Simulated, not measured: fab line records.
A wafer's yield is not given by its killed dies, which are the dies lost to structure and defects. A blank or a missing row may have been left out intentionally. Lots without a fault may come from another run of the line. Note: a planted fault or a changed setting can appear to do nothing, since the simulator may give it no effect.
fab line records + flow n5_finfet + part 1 of 2: steps 1 to 3 of 6
[record]
- lots = 20
- wafers = 60
- last_day = 18
route steps=1938 shown FIN_SAQP@136 FIN_CUT@169 STI_FIN_REVEAL@189
lots that met no fault: taken from a fault-free run of the same line
start_h: hours from the record's first day to the start of the lot's first wafer shown + wait_h: time in hours since the lot's previous step + " identical to the entry in the row above + L1.1+2: several wafers, shown together as one row + - no value, or no start was given + * or withheld: withheld + < > ~ a bound
route shown NAME@n: names a module that has steps shown in the file, with the first one's number in the route + usual: average and standard deviation across the fault-free wafers + same: alike in all rows + chamber/n: place in a boat + sites: readings site by site + _std_site: how widely they spread, as a standard deviation + _edge_site: outer sites' mean less inner sites' + radius_mm: for every site, how far away it sits from the centre of the wafer + mask NAME#n: copy n + behind: tool/chamber where the wafer was last shaped + hold: why the lot was held/for how many hours/how that ended + device: which transistor (n, p or np) failed to switch + end of line: the tests these same wafers got at the end of their route + a step without rows: its recipe alone + killed: count of dies lost to structure and defects at first sort (not the wafer's yield) + map: the dies of a wafer, with x for killed, . for not killed, _ for no die there
set.NAME: the run value of the setting; set.NAME@STEP: its run value at that earlier step + model.NAME: the simulator's own value behind a step, which no gauge read
one table for each step of the route and one row for each wafer, over a sample of lots
services: a tool's chamber out of use, with start hour (start_h, from the record's first day; less than 0 if before it), hours out, and reason
[[steps]]
[step N5_FIN_SAQP_STRIP_70]
[recipe]
- chemistry = N2/H2
- power_w = 500
- temp_c = 40
- pressure_mtorr = 50
- rf_frequency_hz = 6e+07
- overash_fraction = 0.3
- bias_power_w = 28
- h2_frac = 0.5
- n2_flow_sccm = 300
- h2_flow_sccm = 300
[usual]
- drypump_motor_current_A = 5.6/0.51
- oes_product_au = 0.76/0.086
- rf_vpp_V = 121.5/0.88
- showerhead_plenum_p_Torr = 3.30/0.087
- throttle_valve_pct = 19.00/0.27
| lot.wafer | tool        | chamber | start_h | wait_h | drypump_motor_current_A | oes_product_au | rf_hours_counter_h | rf_vpp_V | showerhead_plenum_p_Torr | throttle_valve_pct |
|-----------|-------------|---------|---------|--------|-------------------------|----------------|--------------------|----------|--------------------------|--------------------|
| L074.2    | rie_diel-02 | 2       | 25.42   | 0.0    | 5.4                     | 0.70           | 220                | 120.8    | 3.20                     | 19.05              |
| L074.3    | "           | 3       | "       | "      | 6.5                     | 0.72           | 173                | 121.3    | 3.24                     | 19.12              |
| L074.5    | "           | 1       | "       | "      | 5.4                     | 0.70           | -                  | 121.7    | 3.18                     | 18.77              |
| L075.1    | rie_diel-06 | 3       | 31.13   | 0.0    | 5.3                     | 0.70           | 221                | 121.2    | 3.32                     | 18.87              |
| L075.5    | "           | 2       | "       | "      | 5.5                     | 0.95           | -                  | 122.5    | 3.44                     | 18.75              |
| L075.6    | "           | 3       | "       | "      | 5.3                     | 0.70           | -                  | 121.6    | 3.32                     | 18.87              |
| L076.1    | rie_diel-02 | 2       | 37.41   | 0.0    | 5.5                     | 0.70           | 225                | 122.5    | 3.20                     | 19.08              |
| L076.3    | "           | 3       | "       | "      | 6.5                     | 0.71           | 177                | 120.1    | 3.24                     | 19.15              |
| L076.5    | "           | 0       | "       | "      | 5.6                     | 0.76           | -                  | 119.6    | 3.23                     | 19.31              |
| L077.2    | rie_diel-06 | 1       | 43.07   | 0.0    | 5.0                     | 0.87           | 68                 | 121.6    | 3.40                     | 18.60              |
| L077.5    | "           | 1       | "       | "      | 4.9                     | 0.87           | -                  | 122.2    | 3.40                     | 18.60              |
| L077.6    | "           | 2       | "       | "      | 5.5                     | 0.95           | -                  | 123.0    | 3.44                     | 18.76              |
| L078.3    | rie_diel-02 | 3       | 48.71   | 0.0    | 6.5                     | 0.71           | 181                | 119.2    | 3.24                     | 19.14              |
| L078.5    | "           | 0       | "       | "      | 5.6                     | 0.76           | -                  | 120.5    | 3.23                     | 19.31              |
| L078.6    | "           | 3       | "       | "      | 6.5                     | 0.71           | -                  | 120.6    | 3.24                     | 19.14              |
| L079.2    | rie_diel-01 | 1       | 54.51   | 0.0    | 6.7                     | 0.71           | 212                | 120.9    | 3.32                     | 19.23              |
| L079.5    | "           | 0       | "       | "      | 6.0                     | 0.82           | -                  | 121.1    | 3.39                     | 18.78              |
| L079.6    | "           | 3       | "       | "      | 6.1                     | 0.70           | -                  | 122.7    | 3.32                     | 19.06              |
| L080.2    | rie_diel-02 | 2       | 61.42   | 0.0    | 5.5                     | 0.69           | 232                | 120.5    | 3.19                     | 19.08              |
| L080.3    | "           | 0       | "       | "      | 5.6                     | 0.75           | 152                | 121.6    | 3.22                     | 19.33              |
| L080.6    | "           | 3       | "       | "      | 6.6                     | 0.70           | -                  | 120.6    | 3.24                     | 19.14              |
| L081.1    | rie_diel-06 | 0       | 67.58   | 0.0    | 5.6                     | 0.71           | 223                | 119.0    | 3.19                     | 19.44              |
| L081.4    | "           | 2       | "       | "      | 5.5                     | 0.92           | 18                 | 122.8    | 3.43                     | 18.78              |
| L081.6    | "           | 2       | "       | "      | 5.5                     | 0.92           | -                  | 123.1    | 3.43                     | 18.78              |
| L082.1    | rie_diel-01 | 0       | 73.66   | 0.0    | 6.0                     | 0.82           | 76                 | 121.0    | 3.39                     | 18.78              |
| L082.2    | "           | 1       | "       | "      | 6.7                     | 0.72           | 219                | 122.1    | 3.32                     | 19.24              |
| L082.5    | "           | 0       | "       | "      | 6.0                     | 0.84           | -                  | 123.1    | 3.39                     | 18.77              |
| L083.2    | rie_diel-01 | 0       | 79.88   | 0.0    | 6.0                     | 0.82           | 79                 | 122.0    | 3.39                     | 18.78              |
| L083.5    | "           | 2       | "       | "      | 5.2                     | 0.71           | -                  | 121.8    | 3.32                     | 19.04              |
| L083.6    | "           | 1       | "       | "      | 6.7                     | 0.71           | -                  | 121.9    | 3.32                     | 19.23              |
| L084.1    | rie_diel-02 | 0       | 85.36   | 0.0    | 5.6                     | 0.73           | 160                | 121.2    | 3.22                     | 19.35              |
| L084.5    | "           | 2       | "       | "      | 5.4                     | 0.68           | -                  | 120.4    | 3.19                     | 19.10              |
| L084.6    | "           | 1       | "       | "      | 5.4                     | 0.68           | -                  | 120.3    | 3.17                     | 18.82              |
| L086.1    | rie_diel-06 | 0       | 98.21   | 0.0    | 5.5                     | 0.71           | 232                | 121.8    | 3.19                     | 19.46              |
| L086.5    | "           | 0       | "       | "      | 5.5                     | 0.71           | -                  | 121.8    | 3.19                     | 19.45              |
| L086.6    | "           | 3       | "       | "      | 5.3                     | 0.69           | -                  | 122.4    | 3.31                     | 18.89              |
| L087.2    | rie_diel-06 | 2       | 104.41  | 0.0    | 5.5                     | 0.90           | 31                 | 121.3    | 3.43                     | 18.79              |
| L087.3    | "           | 1       | "       | "      | 5.0                     | 0.83           | 90                 | 122.6    | 3.39                     | 18.63              |
| L087.5    | "           | 3       | "       | "      | 5.3                     | 0.69           | -                  | 121.1    | 3.31                     | 18.91              |
| L088.1    | rie_diel-01 | 2       | 112.98  | 0.0    | 5.1                     | 0.71           | 225                | 120.6    | 3.31                     | 19.05              |
| L088.3    | "           | 0       | "       | "      | 6.0                     | 0.81           | 92                 | 121.4    | 3.38                     | 18.82              |
| L088.5    | "           | 2       | "       | "      | 5.1                     | 0.70           | -                  | 120.3    | 3.31                     | 19.05              |
| L089.1    | rie_diel-01 | 3       | 118.48  | 0.0    | 6.1                     | 0.68           | 250                | 121.7    | 3.31                     | 19.12              |
| L089.2    | "           | 1       | "       | "      | 6.7                     | 0.69           | 238                | 122.2    | 3.31                     | 19.28              |
| L089.5    | "           | 1       | "       | "      | 6.7                     | 0.69           | -                  | 121.9    | 3.31                     | 19.27              |
| L090.1    | rie_diel-01 | 1       | 123.13  | 0.0    | 6.7                     | 0.69           | 242                | 122.2    | 3.30                     | 19.27              |
| L090.3    | "           | 0       | "       | "      | 6.0                     | 0.81           | 98                 | 121.2    | 3.38                     | 18.80              |
| L090.4    | "           | 2       | "       | "      | 5.2                     | 0.70           | -                  | 121.1    | 3.31                     | 19.08              |
| L091.1    | rie_diel-06 | 2       | 130.17  | 0.0    | 5.5                     | 0.87           | 45                 | 121.4    | 3.42                     | 18.83              |
| L091.2    | "           | 0       | "       | "      | 5.5                     | 0.69           | 250                | 120.0    | 3.18                     | 19.49              |
| L091.5    | "           | 0       | "       | "      | 5.6                     | 0.69           | -                  | 120.7    | 3.18                     | 19.50              |
| L093.1    | rie_diel-01 | 1       | 139.55  | 0.0    | 6.8                     | 0.68           | 249                | 122.7    | 3.30                     | 19.28              |
| L093.4    | "           | 0       | "       | "      | 6.0                     | 0.79           | -                  | 122.1    | 3.37                     | 18.81              |
| L093.5    | "           | 1       | "       | "      | 6.7                     | 0.68           | -                  | 121.7    | 3.30                     | 19.31              |
| L095.2    | rie_diel-02 | 1       | 152.92  | 0.0    | 5.4                     | 0.67           | 226                | 122.3    | 3.16                     | 18.85              |
| L095.3    | "           | 1       | "       | "      | 5.4                     | 0.68           | -                  | 122.0    | 3.17                     | 18.84              |
| L095.4    | "           | 0       | "       | "      | 5.6                     | 0.72           | -                  | 121.3    | 3.21                     | 19.38              |
| L097.1    | rie_diel-06 | 2       | 163.42  | 0.0    | 5.5                     | 0.85           | 55                 | 122.0    | 3.41                     | 18.84              |
| L097.5    | "           | 1       | "       | "      | 4.9                     | 0.80           | -                  | 122.5    | 3.37                     | 18.68              |
| L097.6    | "           | 2       | "       | "      | 5.5                     | 0.85           | -                  | 122.4    | 3.41                     | 18.84              |
[step N5_FIN_SAQP_HM_OPEN_33]
[recipe]
- chemistry = CH3F/O2
- target = SiNx
- mask_material = SiO2
- target_depth_a = 494
- time_s = 70.6
- pressure_mtorr = 30
- source_w = 395
- bias_w = 73
- Ar_flow_sccm = 150
- CH3F_flow_sccm = 30
- O2_flow_sccm = 20
- ion_energy_ev = 120
- ends = cleared
[usual]
- drypump_motor_current_A = 5.8/0.54
- etch_rf_on_time_s = 69.5/1.4
- oes_f_703_au = 0.76/0.078
- oes_product_au = 0.64/0.071
- rf_vpp_V = 294/5.1
- showerhead_plenum_p_Torr = 1.97/0.053
- throttle_valve_pct = 16.40/0.21
| lot.wafer | tool        | chamber | start_h | wait_h | drypump_motor_current_A | etch_rf_on_time_s | oes_f_703_au | oes_product_au | rf_hours_counter_h | rf_vpp_V | showerhead_plenum_p_Torr | throttle_valve_pct |
|-----------|-------------|---------|---------|--------|-------------------------|-------------------|--------------|----------------|--------------------|----------|--------------------------|--------------------|
| L074.2    | rie_diel-01 | 3       | 26.77   | 0.0    | 6.1                     | 68.2              | 0.70         | 0.60           | 217                | 292      | 1.99                     | 16.72              |
| L074.3    | "           | 1       | "       | "      | 6.7                     | 69.5              | 0.72         | 0.61           | 202                | 294      | 1.98                     | 16.68              |
| L074.5    | "           | 1       | "       | "      | 6.7                     | 70.0              | 0.73         | 0.62           | -                  | 292      | 1.98                     | 16.68              |
| L075.1    | rie_diel-01 | 1       | 31.90   | 0.0    | 6.6                     | 67.4              | 0.72         | 0.62           | 204                | 293      | 1.98                     | 16.68              |
| L075.5    | "           | 3       | "       | "      | 6.1                     | 66.9              | 0.71         | 0.60           | -                  | 292      | 1.99                     | 16.72              |
| L075.6    | "           | 2       | "       | "      | 5.1                     | 69.0              | 0.73         | 0.62           | -                  | 303      | 1.98                     | 16.23              |
| L076.1    | rie_diel-02 | 2       | 38.76   | 0.0    | 5.4                     | 68.9              | 0.69         | 0.60           | 225                | 294      | 1.90                     | 16.59              |
| L076.3    | "           | 3       | "       | "      | 6.6                     | 70.2              | 0.72         | 0.61           | 177                | 290      | 1.90                     | 16.07              |
| L076.5    | "           | 3       | "       | "      | 6.6                     | 70.4              | 0.73         | 0.60           | -                  | 292      | 1.90                     | 16.08              |
| L077.2    | rie_diel-06 | 1       | 43.90   | 0.0    | 4.9                     | 67.4              | 0.84         | 0.74           | 68                 | 302      | 2.04                     | 16.04              |
| L077.5    | "           | 1       | "       | "      | 4.9                     | 68.8              | 0.85         | 0.74           | -                  | 303      | 2.04                     | 16.05              |
| L077.6    | "           | 0       | "       | "      | 5.5                     | 69.8              | 0.74         | 0.61           | -                  | 281      | 1.89                     | 16.54              |
| L078.3    | rie_diel-06 | 2       | 49.58   | 0.0    | 5.5                     | 69.1              | 0.94         | 0.80           | 12                 | 297      | 2.03                     | 16.40              |
| L078.5    | "           | 2       | "       | "      | 5.5                     | 69.4              | 0.93         | 0.80           | -                  | 297      | 2.03                     | 16.39              |
| L078.6    | "           | 3       | "       | "      | 5.3                     | 68.8              | 0.73         | 0.59           | -                  | 294      | 1.98                     | 16.24              |
| L079.2    | rie_diel-02 | 3       | 55.34   | 0.0    | 6.5                     | 68.5              | 0.72         | 0.61           | 183                | 291      | 1.90                     | 16.10              |
| L079.5    | "           | 1       | "       | "      | 5.4                     | 71.8              | 0.67         | 0.59           | -                  | 295      | 1.91                     | 16.44              |
| L079.6    | "           | 0       | "       | "      | 5.6                     | 70.9              | 0.78         | 0.63           | -                  | 289      | 1.91                     | 16.30              |
| L080.2    | rie_diel-02 | 1       | 63.00   | 0.3    | 5.4                     | 70.9              | 0.67         | 0.59           | 203                | 297      | 1.91                     | 16.44              |
| L080.3    | "           | 0       | "       | "      | 5.6                     | 70.1              | 0.77         | 0.64           | 153                | 289      | 1.91                     | 16.32              |
| L080.6    | "           | 2       | "       | "      | 5.4                     | 71.3              | 0.69         | 0.59           | -                  | 294      | 1.89                     | 16.62              |
| L081.1    | rie_diel-02 | 3       | 68.36   | 0.0    | 6.5                     | 68.7              | 0.72         | 0.60           | 188                | 293      | 1.90                     | 16.10              |
| L081.4    | "           | 1       | "       | "      | 5.4                     | 71.9              | 0.67         | 0.58           | 204                | 297      | 1.91                     | 16.45              |
| L081.6    | "           | 3       | "       | "      | 6.5                     | 70.1              | 0.71         | 0.60           | -                  | 291      | 1.90                     | 16.09              |
| L082.1    | rie_diel-06 | 0       | 74.47   | 0.1    | 5.5                     | 68.4              | 0.73         | 0.60           | 225                | 283      | 1.89                     | 16.56              |
| L082.2    | "           | 3       | "       | "      | 5.3                     | 67.4              | 0.72         | 0.59           | 234                | 293      | 1.97                     | 16.28              |
| L082.5    | "           | 2       | "       | "      | 5.5                     | 68.8              | 0.91         | 0.78           | -                  | 296      | 2.03                     | 16.43              |
| L083.2    | rie_diel-01 | 2       | 80.74   | 0.1    | 5.1                     | 68.8              | 0.72         | 0.60           | 213                | 302      | 1.98                     | 16.26              |
| L083.5    | "           | 3       | "       | "      | 6.1                     | 68.9              | 0.69         | 0.59           | -                  | 293      | 1.99                     | 16.76              |
| L083.6    | "           | 0       | "       | "      | 6.0                     | 71.2              | 0.81         | 0.70           | -                  | 290      | 2.03                     | 16.26              |
| L084.1    | rie_diel-01 | 0       | 87.84   | 0.1    | 6.0                     | 70.6              | 0.80         | 0.70           | 81                 | 290      | 2.03                     | 16.29              |
| L084.5    | "           | 0       | "       | "      | 6.0                     | 72.5              | 0.80         | 0.69           | -                  | 292      | 2.03                     | 16.30              |
| L084.6    | "           | 1       | "       | "      | 6.7                     | 70.7              | 0.71         | 0.60           | -                  | 295      | 1.97                     | 16.74              |
| L086.1    | rie_diel-06 | 1       | 99.30   | 0.3    | 4.9                     | 68.1              | 0.82         | 0.72           | 88                 | 303      | 2.03                     | 16.08              |
| L086.5    | "           | 2       | "       | "      | 5.5                     | 68.6              | 0.90         | 0.78           | -                  | 298      | 2.03                     | 16.43              |
| L086.6    | "           | 3       | "       | "      | 5.3                     | 68.6              | 0.71         | 0.59           | -                  | 294      | 1.97                     | 16.28              |
| L087.2    | rie_diel-06 | 1       | 105.93  | 0.4    | 4.9                     | 69.2              | 0.82         | 0.71           | 90                 | 303      | 2.03                     | 16.11              |
| L087.3    | "           | 2       | "       | "      | 5.5                     | 68.1              | 0.89         | 0.77           | 31                 | 298      | 2.02                     | 16.44              |
| L087.5    | "           | 0       | "       | "      | 5.5                     | 70.6              | 0.73         | 0.60           | -                  | 282      | 1.89                     | 16.57              |
| L088.1    | rie_diel-01 | 3       | 114.06  | 0.1    | 6.0                     | 67.8              | 0.68         | 0.58           | 248                | 295      | 1.98                     | 16.78              |
| L088.3    | "           | 1       | "       | "      | 6.7                     | 69.1              | 0.70         | 0.60           | 236                | 294      | 1.97                     | 16.76              |
| L088.5    | "           | 3       | "       | "      | 6.0                     | 68.7              | 0.68         | 0.58           | -                  | 295      | 1.98                     | 16.78              |
| L089.1    | rie_diel-01 | 2       | 119.41  | 0.1    | 5.1                     | 68.5              | 0.71         | 0.60           | 229                | 301      | 1.97                     | 16.30              |
| L089.2    | "           | 1       | "       | "      | 6.7                     | 70.1              | 0.70         | 0.60           | 238                | 294      | 1.97                     | 16.74              |
| L089.5    | "           | 2       | "       | "      | 5.2                     | 71.2              | 0.71         | 0.60           | -                  | 302      | 1.97                     | 16.27              |
| L090.1    | rie_diel-01 | 2       | 125.07  | 0.1    | 5.2                     | 69.3              | 0.71         | 0.59           | 233                | 302      | 1.97                     | 16.30              |
| L090.3    | "           | 1       | "       | "      | 6.7                     | 67.7              | 0.70         | 0.60           | 243                | 294      | 1.96                     | 16.76              |
| L090.4    | "           | 1       | "       | "      | 6.7                     | 68.0              | 0.70         | 0.60           | -                  | 292      | 1.96                     | 16.76              |
| L091.1    | rie_diel-01 | 0       | 130.96  | 0.0    | 6.0                     | 70.9              | 0.78         | 0.67           | 102                | 292      | 2.03                     | 16.32              |
| L091.2    | "           | 2       | "       | "      | 5.2                     | 67.7              | 0.70         | 0.59           | 236                | 302      | 1.97                     | 16.31              |
| L091.5    | "           | 0       | "       | "      | 6.0                     | 71.8              | 0.78         | 0.67           | -                  | 290      | 2.03                     | 16.34              |
| L093.1    | rie_diel-02 | 3       | 140.77  | 0.2    | 6.5                     | 69.4              | 0.71         | 0.59           | 203                | 292      | 1.89                     | 16.15              |
| L093.4    | "           | 3       | "       | "      | 6.6                     | 70.6              | 0.71         | 0.58           | -                  | 290      | 1.89                     | 16.13              |
| L093.5    | "           | 0       | "       | "      | 5.6                     | 69.7              | 0.77         | 0.63           | -                  | 290      | 1.90                     | 16.34              |
| L095.2    | rie_diel-01 | 2       | 154.82  | 0.1    | 5.1                     | 68.9              | 0.69         | 0.59           | 248                | 300      | 1.96                     | 16.32              |
| L095.3    | "           | 0       | "       | "      | 6.0                     | 70.6              | 0.77         | 0.66           | 114                | 291      | 2.02                     | 16.34              |
| L095.4    | "           | 2       | "       | "      | 5.1                     | 70.1              | 0.70         | 0.59           | -                  | 302      | 1.96                     | 16.32              |
| L097.1    | rie_diel-02 | 1       | 164.25  | 0.0    | 5.3                     | 70.0              | 0.65         | 0.58           | 232                | 296      | 1.90                     | 16.51              |
| L097.5    | "           | 2       | "       | "      | 5.4                     | 70.3              | 0.97         | 0.84           | -                  | 300      | 2.14                     | 16.20              |
| L097.6    | "           | 3       | "       | "      | 6.5                     | 70.7              | 0.70         | 0.59           | -                  | 292      | 1.89                     | 16.16              |
[step N5_FIN_CUT_ETCH_21]
[recipe]
- chemistry = N2/H2
- target = SOC
- target_depth_a = 2190
- overetch_a = 438
- mask_material = SiARC
- temp_c = 40
- ion_energy_ev = 100
- bias_w = 61
- time_s = 523.5
- pressure_mtorr = 30
- source_w = 850
- n2_flow_sccm = 200
- h2_flow_sccm = 200
[usual]
- drypump_motor_current_A = 5.5/0.41
- oes_product_au = 0.71/0.055
- rf_vpp_V = 240.8/1.1
- showerhead_plenum_p_Torr = 2.55/0.06
- throttle_valve_pct = 17.85/0.13
| lot.wafer | tool        | chamber | start_h | wait_h | drypump_motor_current_A | oes_product_au | rf_hours_counter_h | rf_vpp_V | showerhead_plenum_p_Torr | throttle_valve_pct |
|-----------|-------------|---------|---------|--------|-------------------------|----------------|--------------------|----------|--------------------------|--------------------|
| L074.2    | rie_diel-04 | 0       | 27.95   | 0.0    | 6.2                     | 0.71           | 148                | 241.1    | 2.55                     | 17.92              |
| L074.3    | "           | 3       | "       | "      | 5.0                     | 0.66           | 198                | 239.6    | 2.50                     | 17.77              |
| L074.5    | "           | 1       | "       | "      | 5.6                     | 0.77           | -                  | 241.4    | 2.57                     | 17.99              |
| L075.1    | rie_diel-05 | 2       | 33.25   | 0.0    | 5.3                     | 0.70           | 133                | 242.1    | 2.54                     | 17.61              |
| L075.5    | "           | 0       | "       | "      | 5.8                     | 0.70           | -                  | 242.8    | 2.64                     | 17.78              |
| L075.6    | "           | 1       | "       | "      | 5.5                     | 0.68           | -                  | 239.9    | 2.56                     | 17.91              |
| L076.1    | rie_diel-03 | 0       | 39.86   | 0.0    | 5.5                     | 0.87           | 12                 | 240.4    | 2.50                     | 17.72              |
| L076.3    | "           | 1       | "       | "      | 5.1                     | 0.73           | 110                | 242.6    | 2.54                     | 17.69              |
| L076.5    | "           | 3       | "       | "      | 5.6                     | 0.73           | -                  | 241.6    | 2.66                     | 17.95              |
| L077.2    | rie_diel-05 | 3       | 45.08   | 0.0    | 5.9                     | 0.73           | 122                | 239.9    | 2.56                     | 18.03              |
| L077.5    | "           | 1       | "       | "      | 5.6                     | 0.68           | -                  | 240.4    | 2.56                     | 17.91              |
| L077.6    | "           | 2       | "       | "      | 5.2                     | 0.70           | -                  | 240.7    | 2.54                     | 17.62              |
| L078.3    | rie_diel-03 | 3       | 50.77   | 0.0    | 5.6                     | 0.72           | 120                | 241.1    | 2.66                     | 17.94              |
| L078.5    | "           | 0       | "       | "      | 5.5                     | 0.85           | -                  | 238.7    | 2.50                     | 17.73              |
| L078.6    | "           | 1       | "       | "      | 5.1                     | 0.73           | -                  | 241.5    | 2.54                     | 17.72              |
| L079.2    | rie_diel-04 | 3       | 56.72   | 0.0    | 5.0                     | 0.65           | 207                | 241.3    | 2.49                     | 17.75              |
| L079.5    | "           | 0       | "       | "      | 6.2                     | 0.70           | -                  | 240.0    | 2.55                     | 17.94              |
| L079.6    | "           | 1       | "       | "      | 5.5                     | 0.75           | -                  | 240.7    | 2.56                     | 18.01              |
| L080.2    | rie_diel-04 | 0       | 64.21   | 0.0    | 6.2                     | 0.70           | 159                | 240.2    | 2.55                     | 17.94              |
| L080.3    | "           | 2       | "       | "      | 6.5                     | 0.65           | 207                | 238.8    | 2.42                     | 17.92              |
| L080.6    | "           | 0       | "       | "      | 6.2                     | 0.69           | -                  | 240.7    | 2.55                     | 17.93              |
| L081.1    | rie_diel-05 | 2       | 69.75   | 0.0    | 5.3                     | 0.70           | 142                | 239.5    | 2.54                     | 17.61              |
| L081.4    | "           | 0       | "       | "      | 5.8                     | 0.69           | 156                | 241.8    | 2.64                     | 17.80              |
| L081.6    | "           | 2       | "       | "      | 5.3                     | 0.70           | -                  | 241.2    | 2.54                     | 17.64              |
| L082.1    | rie_diel-05 | 3       | 75.67   | 0.0    | 5.8                     | 0.72           | 129                | 239.8    | 2.56                     | 18.03              |
| L082.2    | "           | 2       | "       | "      | 5.2                     | 0.70           | 143                | 240.9    | 2.54                     | 17.62              |
| L082.5    | "           | 3       | "       | "      | 5.9                     | 0.72           | -                  | 241.2    | 2.56                     | 18.03              |
| L083.2    | rie_diel-04 | 0       | 81.80   | 0.0    | 6.1                     | 0.69           | 165                | 240.8    | 2.55                     | 17.96              |
| L083.5    | "           | 3       | "       | "      | 5.0                     | 0.65           | -                  | 241.5    | 2.49                     | 17.79              |
| L083.6    | "           | 0       | "       | "      | 6.1                     | 0.70           | -                  | 241.1    | 2.55                     | 17.95              |
| L084.1    | rie_diel-03 | 0       | 89.09   | 0.0    | 5.5                     | 0.84           | 27                 | 241.6    | 2.49                     | 17.74              |
| L084.5    | "           | 0       | "       | "      | 5.5                     | 0.84           | -                  | 239.7    | 2.49                     | 17.74              |
| L084.6    | "           | 1       | "       | "      | 5.1                     | 0.73           | -                  | 241.4    | 2.54                     | 17.72              |
| L086.1    | rie_diel-04 | 2       | 100.69  | 0.0    | 6.5                     | 0.64           | 217                | 239.1    | 2.42                     | 17.95              |
| L086.5    | "           | 1       | "       | "      | 5.6                     | 0.74           | -                  | 240.1    | 2.56                     | 18.03              |
| L086.6    | "           | 0       | "       | "      | 6.2                     | 0.69           | -                  | 242.1    | 2.54                     | 17.96              |
| L087.2    | rie_diel-05 | 2       | 110.81  | 0.0    | 5.3                     | 0.69           | 154                | 240.8    | 2.53                     | 17.64              |
| L087.3    | "           | 0       | "       | "      | 5.8                     | 0.68           | 167                | 242.3    | 2.63                     | 17.83              |
| L087.5    | "           | 3       | "       | "      | 5.8                     | 0.71           | -                  | 239.0    | 2.56                     | 18.03              |
| L088.1    | rie_diel-05 | 3       | 115.11  | 0.0    | 5.8                     | 0.72           | 141                | 241.0    | 2.55                     | 18.04              |
| L088.3    | "           | 1       | "       | "      | 5.5                     | 0.67           | 169                | 240.4    | 2.55                     | 17.94              |
| L088.5    | "           | 0       | "       | "      | 5.8                     | 0.68           | -                  | 242.3    | 2.63                     | 17.82              |
| L089.1    | rie_diel-03 | 2       | 120.81  | 0.0    | 5.1                     | 0.63           | 228                | 241.9    | 2.60                     | 17.65              |
| L089.2    | "           | 1       | "       | "      | 5.1                     | 0.72           | 132                | 240.1    | 2.53                     | 17.74              |
| L089.5    | "           | 1       | "       | "      | 5.1                     | 0.72           | -                  | 241.2    | 2.53                     | 17.73              |
| L090.1    | rie_diel-05 | 1       | 126.65  | 0.0    | 5.5                     | 0.67           | 174                | 241.3    | 2.55                     | 17.95              |
| L090.3    | "           | 3       | "       | "      | 5.8                     | 0.71           | 146                | 239.8    | 2.55                     | 18.05              |
| L090.4    | "           | 0       | "       | "      | 5.8                     | 0.68           | 174                | 242.3    | 2.63                     | 17.83              |
| L091.1    | rie_diel-03 | 3       | 132.56  | 0.0    | 5.6                     | 0.70           | 146                | 240.7    | 2.65                     | 17.99              |
| L091.2    | "           | 2       | "       | "      | 5.1                     | 0.63           | 234                | 242.6    | 2.60                     | 17.65              |
| L091.5    | "           | 2       | "       | "      | 5.1                     | 0.63           | -                  | 242.2    | 2.60                     | 17.67              |
| L093.1    | rie_diel-04 | 3       | 141.95  | 0.0    | 5.0                     | 0.64           | 227                | 241.1    | 2.49                     | 17.81              |
| L093.4    | "           | 1       | "       | "      | 5.6                     | 0.74           | 103                | 239.7    | 2.55                     | 18.03              |
| L093.5    | "           | 2       | "       | "      | 6.5                     | 0.63           | -                  | 238.2    | 2.41                     | 17.97              |
| L095.2    | rie_diel-04 | 1       | 155.88  | 0.0    | 5.6                     | 0.73           | 106                | 240.8    | 2.55                     | 18.05              |
| L095.3    | "           | 2       | "       | "      | 6.5                     | 0.64           | 228                | 240.0    | 2.41                     | 17.97              |
| L095.4    | "           | 3       | "       | "      | 5.0                     | 0.63           | 231                | 240.8    | 2.48                     | 17.81              |
| L097.1    | rie_diel-03 | 0       | 165.34  | 0.0    | 5.5                     | 0.80           | 53                 | 239.5    | 2.48                     | 17.79              |
| L097.5    | "           | 3       | "       | "      | 5.6                     | 0.70           | -                  | 241.1    | 2.64                     | 18.01              |
| L097.6    | "           | 0       | "       | "      | 5.5                     | 0.80           | -                  | 239.3    | 2.48                     | 17.79              |
